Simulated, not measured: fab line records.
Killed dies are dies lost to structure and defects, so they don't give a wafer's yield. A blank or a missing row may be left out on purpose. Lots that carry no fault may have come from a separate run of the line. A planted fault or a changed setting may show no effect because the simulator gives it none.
Matching of chambers | flow n5 finfet | rie diel-04 running N5_BEOL_M6_STRIP_19: 4 sister chambers
The step strips in O2. 4 wafers are shown with their chamber, then 11 later ones without.

WAFERS WITH THEIR CHAMBER
wafer  | chamber | showerhead plenum p Torr (Torr)
L089.1 | 3       | 2.14
L089.2 | 0       | 2.05
L089.6 | 2       | 2.07
L093.3 | 1       | 2.14

WAFERS WITHOUT THEIR CHAMBER
wafer  | showerhead plenum p Torr (Torr)
L093.5 | 2.14
L093.6 | 2.07
L097.1 | 2.13
L097.2 | 2.13
L097.6 | 2.05
L096.1 | 2.13
L096.2 | 2.13
L096.3 | 2.05
L096.4 | 2.05
L096.5 | 2.13
L096.6 | 2.13

WHICH CHAMBER EACH WENT THROUGH
wafer  | from the rows above     | in truth
L093.5 | can't be placed: 1 or 3 | 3
L093.6 | 2                       | 2
L097.1 | can't be placed: 1 or 3 | 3
L097.2 | can't be placed: 1 or 3 | 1
L097.6 | 0                       | 0
L096.1 | can't be placed: 1 or 3 | 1
L096.2 | can't be placed: 1 or 3 | 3
L096.3 | 0                       | 0
L096.4 | 0                       | 0
L096.5 | can't be placed: 1 or 3 | 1
L096.6 | can't be placed: 1 or 3 | 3
Correctly placed: 4 of 11. Not placeable from these rows: 7 (in 7, the candidates include the true chamber). Number placed wrongly: 0.
How it was worked out, from the rows above alone: a wafer's distance from a chamber is the root of the sum, over the readings, of the square of ((its reading less the chamber's mean) divided by the reading's scatter). If the next closest chamber is less than 2 further off than the closest, the wafer can't be placed; otherwise it belongs to the closest. The mean given for a chamber averages the wafers shown for that chamber. The scatter (one wafer shown for each chamber): square how far every hidden wafer sits from the nearest shown wafer, average those squares and take the square root.
